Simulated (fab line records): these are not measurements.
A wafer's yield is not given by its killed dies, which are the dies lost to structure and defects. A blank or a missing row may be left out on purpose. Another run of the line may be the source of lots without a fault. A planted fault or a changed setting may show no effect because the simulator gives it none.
fab line records | flow n5Finfet
record: lots: 9 | wafers: 27 | lastDay: 17
route steps=1938 shown DUMMY_GATE@242 SPACER0@260 SD_EPI_N@263 BEOL_M4@1111
lots that met no fault: taken from a fault-free run of the same line
startH: start of the lot's first displayed wafer, in hours after the record's first day | waitH: how many hours have passed since the lot's step before this one | " repeats the value in the row above | L1.1+2: one row covering several wafers at once | - either no value or no given start | * or withheld: withheld | < > ~ a bound
route shown NAME@n: NAME is a module with steps in the file, n the number in the route of the first one | usual: mean and standard deviation over wafers with no fault | same: alike in all rows | chamber/n: place in a boat | sites: each site's reading | _std_site: their standard deviation | _edge_site: inner sites' mean taken away from outer sites' mean | radiusMm: for every site, how far away it sits from the centre of the wafer | mask NAME#n: copy n | behind: tool/chamber where the wafer was last shaped | hold: cause of the lot's hold/its duration in hours/its outcome | device: the n, p or np transistor that did not switch | end of line: tests run on the same wafers once the route is complete | for a step that has no rows: nothing shown but its recipe | killed: at the first sort, the dies lost to defects and structure; wafer yield is something else | map: a wafer's dies, x killed, . not, _ none there
set.NAME: the setting the step ran with; set.NAME@STEP: the setting that earlier step ran with | model.NAME: the simulator's own value behind a step, which no gauge read
steps of the route over a sample of lots; a table a step, a row a wafer
services: when a tool's chamber went out of use (startH, in hours from the record's first day, below 0 if earlier), for how many hours, and the reason
== steps ==
step: N5_DUMMY_GATE_CD_MEAS_50
recipe: targetCdNm: 14
usual: cdNm: 14.0/0.3
lot.wafer | tool     | chamber | startH | waitH | cdNm
L503.2    | cdSem-02 | -       | 55.60  | 0.0   | 13.6
L503.3    | "        | -       | "      | "     | 13.9
L503.5    | "        | -       | "      | "     | 13.6
L506.3    | cdSem-01 | -       | 69.92  | 0.0   | 14.2
L506.4    | "        | -       | "      | "     | 14.3
L506.5    | "        | -       | "      | "     | 13.8
L509.2    | cdSem-02 | -       | 91.69  | 0.0   | 14.3
L509.3    | "        | -       | "      | "     | 14.0
L509.4    | "        | -       | "      | "     | 14.5
L511.2    | cdSem-02 | -       | 101.99 | 0.0   | 13.9
L511.3    | "        | -       | "      | "     | 14.7
L511.6    | "        | -       | "      | "     | 14.3
L519.1    | cdSem-02 | -       | 150.56 | 0.0   | 13.8
L519.3    | "        | -       | "      | "     | 13.9
L519.6    | "        | -       | "      | "     | 14.0
L521.2    | cdSem-03 | -       | 161.62 | 0.0   | 14.6
L521.4    | "        | -       | "      | "     | 14.2
L521.6    | "        | -       | "      | "     | 14.2
L523.2    | cdSem-01 | -       | 173.34 | 0.0   | 13.8
L523.4    | "        | -       | "      | "     | 14.1
L523.6    | "        | -       | "      | "     | 14.2
L524.1    | cdSem-03 | -       | 178.48 | 0.0   | 14.3
L524.2    | "        | -       | "      | "     | 13.8
L524.6    | "        | -       | "      | "     | 13.8
L525.2    | cdSem-02 | -       | 184.83 | 0.0   | 13.9
L525.3    | "        | -       | "      | "     | 13.8
L525.5    | "        | -       | "      | "     | 13.6
step: N5_DUMMY_GATE_INSPECT_27
recipe: inspectInstrument: brightfield | mode: aei
usual: rawDefectCount: 287/74
lot.wafer | tool             | chamber | startH | waitH | rawDefectCount
L503.2    | defectInspect-02 | -       | 56.38  | 0.0   | 384
L503.3    | "                | -       | "      | "     | 355
L503.5    | "                | -       | "      | "     | 382
L506.3    | defectInspect-02 | -       | 70.69  | 0.0   | 426
L506.4    | "                | -       | "      | "     | 383
L506.5    | "                | -       | "      | "     | 366
L509.2    | defectInspect-02 | -       | 92.73  | 0.0   | 367
L509.3    | "                | -       | "      | "     | 359
L509.4    | "                | -       | "      | "     | 404
L511.2    | defectInspect-01 | -       | 102.77 | 0.0   | 249
L511.3    | "                | -       | "      | "     | 421
L511.6    | "                | -       | "      | "     | 288
L519.1    | defectInspect-02 | -       | 151.36 | 0.0   | 334
L519.3    | "                | -       | "      | "     | 252
L519.6    | "                | -       | "      | "     | 380
L521.2    | defectInspect-02 | -       | 162.49 | 0.0   | 292
L521.4    | "                | -       | "      | "     | 373
L521.6    | "                | -       | "      | "     | 394
L523.2    | defectInspect-01 | -       | 174.12 | 0.0   | 225
L523.4    | "                | -       | "      | "     | 345
L523.6    | "                | -       | "      | "     | 218
L524.1    | defectInspect-02 | -       | 179.31 | 0.0   | 391
L524.2    | "                | -       | "      | "     | 331
L524.6    | "                | -       | "      | "     | 282
L525.2    | defectInspect-02 | -       | 185.88 | 0.0   | 275
L525.3    | "                | -       | "      | "     | 204
L525.5    | "                | -       | "      | "     | 282
step: N5_SPACER0_ALD_08
recipe: material: SiNx | targetThkA: 20 | tempC: 400 | aldPrecursorFamily: SiH2I2 | aldCoReactant: N2/H2-plasma | pressureTorr: 2
usual: heaterPowerOuterW: 520/54 | heaterPowerW: 847/70
lot.wafer | tool      | chamber | startH | waitH | heaterPowerOuterW | heaterPowerW
L503.2    | aldSin-03 | 1       | 58.41  | 0.1   | 580               | 824
L503.3    | "         | 3       | "      | "     | 593               | 990
L503.5    | "         | 3       | "      | "     | 602               | 1021
L506.3    | aldSin-04 | 3       | 71.14  | 0.1   | 592               | 895
L506.4    | "         | 2       | "      | "     | 492               | 776
L506.5    | "         | 2       | "      | "     | 500               | 766
L509.2    | aldSin-03 | 1       | 95.48  | 0.1   | 581               | 855
L509.3    | "         | 3       | "      | "     | 612               | 962
L509.4    | "         | 0       | "      | "     | 425               | 786
L511.2    | aldSin-04 | 2       | 103.22 | 0.1   | 438               | 756
L511.3    | "         | 3       | "      | "     | 551               | 884
L511.6    | "         | 2       | "      | "     | 462               | 766
L519.1    | aldSin-02 | 0       | 151.81 | 0.1   | 525               | 840
L519.3    | "         | 3       | "      | "     | 452               | 809
L519.6    | "         | 2       | "      | "     | 528               | 839
L521.2    | aldSin-03 | 2       | 162.93 | 0.1   | 520               | 857
L521.4    | "         | 3       | "      | "     | 621               | 1034
L521.6    | "         | 1       | "      | "     | 579               | 853
L523.2    | aldSin-03 | 3       | 174.57 | 0.1   | 605               | 1017
L523.4    | "         | 2       | "      | "     | 536               | 860
L523.6    | "         | 3       | "      | "     | 594               | 1027
L524.1    | aldSin-03 | 1       | 180.85 | 0.1   | 576               | 866
L524.2    | "         | 0       | "      | "     | 426               | 757
L524.6    | "         | 3       | "      | "     | 615               | 1022
L525.2    | aldSin-02 | 0       | 191.16 | 0.1   | 539               | 876
L525.3    | "         | 2       | "      | "     | 493               | 834
L525.5    | "         | 0       | "      | "     | 547               | 867
step: N5_SD_EPI_N_COAT_33
recipe: resist: SiARC | tempC: 220 | timeS: 60 | spinRpm: 1500 | resistThkNm: 35
usual: chillPlateTempC: 22.98/0.11 | heaterPowerTotalW: 427.6/2.2 | spinSpeedRpm: 1500.1/0.94
same: timeS: 60
lot.wafer | tool          | chamber | startH | waitH | chillPlateTempC | heaterPowerTotalW | spinSpeedRpm
L503.2    | lithoTrack-03 | 0       | 58.60  | -     | 23.03           | 428.3             | 1500.3
L503.3    | "             | 0       | "      | "     | 22.94           | 426.1             | 1500.2
L503.5    | "             | 0       | "      | "     | 23.11           | 428.9             | 1499.8
L506.3    | lithoTrack-04 | 0       | 71.33  | -     | 22.75           | 430.4             | 1500.0
L506.4    | "             | 0       | "      | "     | 22.99           | 425.0             | 1499.7
L506.5    | "             | 0       | "      | "     | 22.82           | 425.8             | 1499.7
L509.2    | lithoTrack-04 | 0       | 95.68  | -     | 23.03           | 427.9             | 1691.0
L509.3    | "             | 0       | "      | "     | 23.05           | 425.8             | 1692.2
L509.4    | "             | 0       | "      | "     | 23.02           | 430.6             | 1692.3
L511.2    | lithoTrack-04 | 0       | 103.41 | -     | 23.18           | 425.0             | 1693.7
L511.3    | "             | 0       | "      | "     | 23.00           | 429.9             | 1692.4
L511.6    | "             | 0       | "      | "     | 23.06           | 429.2             | 1692.8
L519.1    | lithoTrack-03 | 0       | 152.00 | -     | 22.96           | 424.1             | 1500.6
L519.3    | "             | 0       | "      | "     | 22.85           | 430.3             | 1499.6
L519.6    | "             | 0       | "      | "     | 22.82           | 430.7             | 1501.7
L521.2    | lithoTrack-02 | 0       | 163.12 | -     | 23.11           | 424.0             | 1500.1
L521.4    | "             | 0       | "      | "     | 23.00           | 424.5             | 1498.2
L521.6    | "             | 0       | "      | "     | 23.07           | 429.8             | 1500.6
L523.2    | lithoTrack-04 | 0       | 174.76 | -     | 22.94           | 429.3             | 1499.9
L523.4    | "             | 0       | "      | "     | 22.92           | 426.8             | 1500.5
L523.6    | "             | 0       | "      | "     | 22.80           | 429.6             | 1501.1
L524.1    | lithoTrack-04 | 0       | 181.04 | -     | 22.85           | 429.9             | 1500.7
L524.2    | "             | 0       | "      | "     | 22.91           | 427.8             | 1499.7
L524.6    | "             | 0       | "      | "     | 23.11           | 430.1             | 1500.9
L525.2    | lithoTrack-03 | 0       | 191.35 | -     | 23.08           | 424.6             | 1499.7
L525.3    | "             | 0       | "      | "     | 23.03           | 430.2             | 1500.1
L525.5    | "             | 0       | "      | "     | 23.13           | 426.5             | 1499.2
step: N5_SD_EPI_N_ETCH_34
recipe: chemistry: CF4 | target: SiARC | targetDepthA: 455 | maskMaterial: CAR-ArF-block | timeS: 75.8 | ionEnergyEv: 80 | pressureMtorr: 40 | sourceW: 545 | biasW: 36 | Ar_flow_sccm: 100 | cf4FlowSccm: 100 | ends: cleared
usual: drypumpMotorCurrentA: 6.0/0.49 | etchRfOnTimeS: 76.4/0.99 | oesProductAu: 0.66/0.057 | rfVppV: 184.2/1.2 | showerheadPlenumPTorr: 2.15/0.07 | throttleValvePct: 15.59/0.14
lot.wafer | tool       | chamber | startH | waitH | drypumpMotorCurrentA | etchRfOnTimeS | oesProductAu | rfHoursCounterH | rfVppV | showerheadPlenumPTorr | throttleValvePct
L503.2    | rieDiel-01 | 0       | 59.09  | 0.0   | 5.5                  | 75.6          | 0.80         | 23              | 184.9  | 2.19                  | 15.80
L503.3    | "          | 2       | "      | "     | 6.6                  | 75.5          | 0.62         | 172             | 184.1  | 2.14                  | 15.61
L503.5    | "          | 2       | "      | "     | 6.6                  | 75.8          | 0.62         | -               | 184.3  | 2.14                  | 15.61
L506.3    | rieDiel-05 | 2       | 71.82  | 0.0   | 6.6                  | 76.5          | 0.69         | 103             | 184.4  | 2.16                  | 15.54
L506.4    | "          | 0       | "      | "     | 5.6                  | 77.5          | 0.75         | 44              | 183.4  | 2.09                  | 15.38
L506.5    | "          | 0       | "      | "     | 5.6                  | 76.7          | 0.75         | -               | 183.8  | 2.09                  | 15.38
L509.2    | rieDiel-05 | 3       | 96.34  | 0.0   | 5.5                  | 71.1          | 0.70         | 93              | 186.5  | 2.25                  | 15.66
L509.3    | "          | 2       | "      | "     | 6.6                  | 72.3          | 0.69         | 112             | 184.4  | 2.15                  | 15.58
L509.4    | "          | 1       | "      | "     | 6.2                  | 72.6          | 0.59         | 220             | 184.6  | 2.21                  | 15.71
L511.2    | rieDiel-04 | 2       | 104.06 | 0.0   | 5.7                  | 71.5          | 0.59         | 220             | 185.4  | 2.21                  | 15.49
L511.3    | "          | 0       | "      | "     | 6.6                  | 71.7          | 0.61         | 196             | 181.8  | 2.04                  | 15.45
L511.6    | "          | 0       | "      | "     | 6.6                  | 72.5          | 0.61         | -               | 182.4  | 2.04                  | 15.44
L519.1    | rieDiel-05 | 2       | 152.68 | 0.0   | 6.6                  | 77.2          | 0.67         | 135             | 183.3  | 2.15                  | 15.60
L519.3    | "          | 0       | "      | "     | 5.6                  | 77.9          | 0.71         | 76              | 181.8  | 2.08                  | 15.45
L519.6    | "          | 1       | "      | "     | 6.3                  | 78.0          | 0.58         | -               | 185.5  | 2.20                  | 15.75
L521.2    | rieDiel-04 | 0       | 163.52 | 0.0   | 6.6                  | 76.6          | 0.60         | 222             | 183.4  | 2.03                  | 15.48
L521.4    | "          | 0       | "      | "     | 6.6                  | 77.0          | 0.60         | -               | 182.0  | 2.03                  | 15.49
L521.6    | "          | 0       | "      | "     | 6.6                  | 77.1          | 0.60         | -               | 182.9  | 2.03                  | 15.49
L523.2    | rieDiel-04 | 3       | 175.79 | 0.0   | 5.6                  | 75.5          | 0.62         | 189             | 184.7  | 2.21                  | 15.43
L523.4    | "          | 3       | "      | "     | 5.6                  | 76.8          | 0.62         | -               | 185.7  | 2.21                  | 15.43
L523.6    | "          | 1       | "      | "     | 5.7                  | 75.4          | 0.66         | -               | 186.1  | 2.15                  | 15.84
L524.1    | rieDiel-04 | 1       | 181.76 | 0.0   | 5.7                  | 74.5          | 0.67         | 129             | 185.1  | 2.14                  | 15.84
L524.2    | "          | 0       | "      | "     | 6.6                  | 76.2          | 0.60         | 229             | 182.8  | 2.03                  | 15.52
L524.6    | "          | 0       | "      | "     | 6.6                  | 76.6          | 0.59         | -               | 181.8  | 2.03                  | 15.50
L525.2    | rieDiel-04 | 3       | 191.71 | 0.0   | 5.6                  | 76.5          | 0.61         | 198             | 185.8  | 2.21                  | 15.43
L525.3    | "          | 0       | "      | "     | 6.6                  | 77.0          | 0.59         | 235             | 183.0  | 2.03                  | 15.52
L525.5    | "          | 3       | "      | "     | 5.7                  | 76.4          | 0.61         | -               | 184.3  | 2.21                  | 15.42
step: N5_BEOL_M4_RC_MEAS_101
usual: DIBL_N: 36.3/1.2 | DIBL_P: 36.1/1.6 | IOFF_N: 0.161/0.023 | IOFF_P: 0.209/0.027 | ION_N: 676/8.9 | ION_P: 462/5.3 | SS_N: 71.5/0.51 | SS_P: 73.2/0.5 | VT_N: 249.1/2.5 | VT_P: -249.9/2.8
lot.wafer | tool      | chamber | startH | waitH | DIBL_N[mV/V] | DIBL_P[mV/V] | IOFF_N[nA/um] | IOFF_P[nA/um] | ION_N[uA/um] | ION_P[uA/um] | SS_N[mV/dec] | SS_P[mV/dec] | VT_N[mV] | VT_P[mV]
L503.2    | prober-01 | 0       | 176.29 | 0.2   | 36.1         | 35.6         | 0.155         | 0.203         | 683          | 462          | 71.5         | 72.9         | 248.2    | -249.9
L503.3    | "         | 0       | "      | "     | 35.8         | 36.2         | 0.145         | 0.211         | 671          | 461          | 70.9         | 72.7         | 248.5    | -250.4
L503.5    | "         | 0       | "      | "     | 37.7         | 38.1         | 0.185         | 0.249         | 689          | 471          | 71.6         | 73.9         | 246.0    | -247.5
L506.3    | prober-02 | 0       | 185.41 | 0.3   | 35.5         | 34.7         | 0.126         | 0.169         | 658          | 450          | 70.6         | 72.4         | 250.9    | -255.3
L506.4    | "         | 0       | "      | "     | 34.8         | 33.8         | 0.121         | 0.164         | 664          | 457          | 69.9         | 72.7         | 252.8    | -255.6
L506.5    | "         | 0       | "      | "     | 36.0         | 35.1         | 0.137         | 0.182         | 672          | 459          | 70.4         | 72.3         | 252.8    | -254.5
L509.2    | prober-01 | 0       | 211.89 | 0.2   | 34.3         | 34.7         | 0.129         | 0.158         | 664          | 450          | 71.2         | 73.6         | 252.9    | -256.2
L509.3    | "         | 0       | "      | "     | 35.1         | 35.5         | 0.140         | 0.175         | 679          | 461          | 71.3         | 73.3         | 248.6    | -252.5
L509.4    | "         | 0       | "      | "     | 35.0         | 35.4         | 0.140         | 0.171         | 663          | 454          | 71.4         | 73.3         | 249.8    | -253.8
L511.2    | prober-01 | 0       | 212.82 | 0.3   | 33.8         | 34.7         | 0.146         | 0.179         | 678          | 463          | 72.2         | 72.4         | 247.6    | -253.7
L511.3    | "         | 0       | "      | "     | 35.2         | 36.6         | 0.172         | 0.209         | 687          | 463          | 71.7         | 73.4         | 244.4    | -249.4
L511.6    | "         | 0       | "      | "     | 34.6         | 35.9         | 0.155         | 0.190         | 675          | 458          | 71.3         | 72.8         | 248.9    | -251.1
L519.1    | prober-02 | 0       | 268.69 | 0.0   | 37.3         | 39.7         | 0.196         | 0.241         | 692          | 468          | 71.8         | 73.2         | 245.1    | -249.5
L519.3    | "         | 0       | "      | "     | 37.7         | 39.0         | 0.200         | 0.229         | 687          | 466          | 72.1         | 74.0         | 247.1    | -250.1
L519.6    | "         | 0       | "      | "     | 35.5         | 36.3         | 0.151         | 0.188         | 678          | 464          | 71.4         | 73.0         | 249.1    | -253.0
L521.2    | prober-01 | 0       | 278.76 | 0.2   | 36.1         | 35.0         | 0.166         | 0.211         | 678          | 459          | 71.1         | 72.2         | 248.8    | -248.8
L521.4    | "         | 0       | "      | "     | 35.7         | 34.4         | 0.149         | 0.200         | 675          | 460          | 71.5         | 72.8         | 249.9    | -248.3
L521.6    | "         | 0       | "      | "     | 36.0         | 35.0         | 0.155         | 0.201         | 680          | 468          | 71.2         | 72.9         | 250.0    | -248.5
L523.2    | prober-02 | 0       | 284.75 | 0.2   | 34.3         | 35.7         | 0.117         | 0.192         | 663          | 461          | 71.9         | 72.9         | 254.1    | -252.3
L523.4    | "         | 0       | "      | "     | 35.8         | 36.9         | 0.135         | 0.214         | 666          | 463          | 71.0         | 73.7         | 254.6    | -249.9
L523.6    | "         | 0       | "      | "     | 36.0         | 37.6         | 0.138         | 0.222         | 673          | 467          | 71.6         | 73.1         | 254.9    | -250.0
L524.1    | prober-01 | 0       | 294.29 | 0.0   | 35.6         | 36.5         | 0.161         | 0.215         | 666          | 461          | 71.9         | 73.0         | 249.0    | -250.2
L524.2    | "         | 0       | "      | "     | 36.1         | 37.8         | 0.182         | 0.238         | 681          | 461          | 71.8         | 73.9         | 246.7    | -247.1
L524.6    | "         | 0       | "      | "     | 36.0         | 37.2         | 0.166         | 0.222         | 677          | 462          | 72.7         | 73.7         | 248.1    | -251.9
L525.2    | prober-01 | 0       | 310.37 | 0.2   | 37.1         | 36.4         | 0.166         | 0.217         | 679          | 465          | 71.8         | 73.3         | 250.1    | -246.2
L525.3    | "         | 0       | "      | "     | 36.0         | 35.6         | 0.143         | 0.202         | 674          | 463          | 71.9         | 73.1         | 250.6    | -248.4
L525.5    | "         | 0       | "      | "     | 35.0         | 34.3         | 0.132         | 0.178         | 662          | 457          | 71.6         | 73.4         | 251.1    | -248.6
== services ==
tool       | chamber | startH | hours | kind
rieDiel-04 | 0       | 40.18  | 2.6   | repair
aldSin-04  | -       | 79.87  | 0.6   | repair
aldSin-04  | -       | 85.56  | 14.0  | pm
aldSin-04  | 0       | 85.56  | 14.0  | ventCycle
aldSin-04  | 1       | 85.56  | 14.0  | ventCycle
aldSin-04  | 2       | 85.56  | 14.0  | ventCycle
rieDiel-01 | -       | 88.48  | 28.1  | pm
rieDiel-04 | -       | 101.30 | 0.5   | repair
aldSin-03  | -       | 112.71 | 2.8   | pm
rieDiel-05 | 2       | 119.71 | 1.5   | repair
rieDiel-04 | 1       | 160.26 | 9.4   | repair
rieDiel-05 | 1       | 168.24 | -     | clean
rieDiel-05 | 1       | 168.24 | -     | consumableReplace:esc
rieDiel-05 | 1       | 168.24 | -     | consumableReplace:focusRing
rieDiel-05 | 1       | 168.24 | 23.1  | scheduledDown
rieDiel-05 | 1       | 168.24 | 23.1  | ventCycle
aldSin-04  | 1       | 169.02 | 2.7   | repair
rieDiel-04 | 2       | 175.20 | -     | clean
rieDiel-04 | 2       | 175.20 | -     | consumableReplace:focusRing
rieDiel-04 | 2       | 175.20 | 17.6  | scheduledDown
rieDiel-04 | 2       | 175.20 | 17.6  | ventCycle
aldSin-02  | -       | 176.75 | 14.0  | pm
aldSin-04  | -       | 180.72 | 14.6  | pm
rieDiel-01 | -       | 182.64 | 29.3  | repair
== key ==
firstSign: step: N5_SD_EPI_N_COAT_33 | reading: spinSpeedRpm | direction: up | sigmas: 99+ | usual: * | struck: *
effect: step: N5_SD_EPI_N_ETCH_34 | reading: etchRfOnTimeS | direction: down | sigmas: 4.5 | usual: * | struck: *
metAt N5_SD_EPI_N_COAT_33
struckLots L509,L511
notActingAt N5_DUMMY_GATE_CD_MEAS_50,N5_DUMMY_GATE_INSPECT_27,N5_SPACER0_ALD_08
onsetBetween 71.33 95.68
fault: kind: processParameterDrift | tool: lithoTrack-04 | chamber: - | onsetH: 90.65 | steps: N5_SD_EPI_N_COAT_33 | channel: spinRpm | offset: * | shape: step | endH: 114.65 | actsIn: * | stated: *
